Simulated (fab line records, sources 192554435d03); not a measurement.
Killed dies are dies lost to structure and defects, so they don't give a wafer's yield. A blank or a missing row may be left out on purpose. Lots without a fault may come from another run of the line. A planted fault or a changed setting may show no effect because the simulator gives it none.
Chamber matching | flow n5_finfet | N5_BEOL_M4_STRIP_19 on rie_diel-02: 4 sister chambers
The step strips in O2. 18 wafers are shown with their chamber, then 9 later ones without.

WAFERS WITH THEIR CHAMBER
wafer  | chamber | drypump_motor_current_A (A) | showerhead_plenum_p_Torr (Torr) | throttle_valve_pct (%)
L075.1 | 1       | 5.3                         | 2.13                            | 16.52
L075.3 | 3       | 5.7                         | 2.14                            | 16.21
L075.5 | 3       | 5.7                         | 2.14                            | 16.22
L076.2 | 0       | 5.8                         | 2.00                            | 16.63
L076.5 | 2       | 6.2                         | 2.22                            | 16.44
L076.6 | 1       | 5.2                         | 2.13                            | 16.51
L081.3 | 0       | 5.8                         | 1.99                            | 16.65
L081.4 | 2       | 6.2                         | 2.21                            | 16.50
L081.6 | 3       | 5.7                         | 2.13                            | 16.24
L083.1 | 3       | 5.7                         | 2.13                            | 16.23
L083.3 | 0       | 5.8                         | 1.99                            | 16.67
L083.5 | 2       | 6.2                         | 2.21                            | 16.49
L085.3 | 0       | 5.8                         | 1.99                            | 16.69
L085.5 | 0       | 5.8                         | 1.99                            | 16.69
L085.6 | 1       | 5.2                         | 2.12                            | 16.55
L089.2 | 1       | 5.2                         | 2.12                            | 16.57
L089.4 | 0       | 5.8                         | 1.98                            | 16.71
L089.5 | 1       | 5.2                         | 2.12                            | 16.57

SIGNATURES (means of the wafers above)
reading                  | chamber 0 | chamber 1 | chamber 2 | chamber 3 | scatter within a chamber
drypump_motor_current_A  | 5.800     | 5.220     | 6.200     | 5.700     | 0.0239
showerhead_plenum_p_Torr | 1.9900    | 2.1240    | 2.2133    | 2.1350    | 0.0059
throttle_valve_pct       | 16.6733   | 16.5440   | 16.4767   | 16.2250   | 0.0268
Rule: a wafer's distance from a chamber is the root of the sum, over the readings, of the square of ((its reading less the chamber's mean) divided by the reading's scatter). The wafer belongs to the nearest chamber; if the next one is less than 2 further off, it can't be placed. The scatter: the root of (the sum of the squares of (reading less its chamber's mean) over the shown wafers, divided by (wafers less chambers)).

WAFERS WITHOUT THEIR CHAMBER
wafer  | drypump_motor_current_A (A) | showerhead_plenum_p_Torr (Torr) | throttle_valve_pct (%)
L091.3 | 6.2                         | 2.20                            | 16.54
L091.5 | 6.2                         | 2.20                            | 16.52
L091.6 | 5.2                         | 2.12                            | 16.56
L097.1 | 5.8                         | 1.98                            | 16.73
L097.3 | 6.2                         | 2.20                            | 16.54
L097.6 | 5.2                         | 2.11                            | 16.58
L096.1 | 5.2                         | 2.11                            | 16.60
L096.4 | 5.8                         | 1.98                            | 16.73
L096.5 | 5.7                         | 2.12                            | 16.33

WHICH CHAMBER EACH WENT THROUGH
wafer  | from the rows above | in truth
L091.3 | 2                   | 2
L091.5 | 2                   | 2
L091.6 | 1                   | 1
L097.1 | 0                   | 0
L097.3 | 2                   | 2
L097.6 | 1                   | 1
L096.1 | 1                   | 1
L096.4 | 0                   | 0
L096.5 | 3                   | 3
Placed correctly: 9 of 9. Can't be placed from these rows: 0. Placed wrongly: 0.
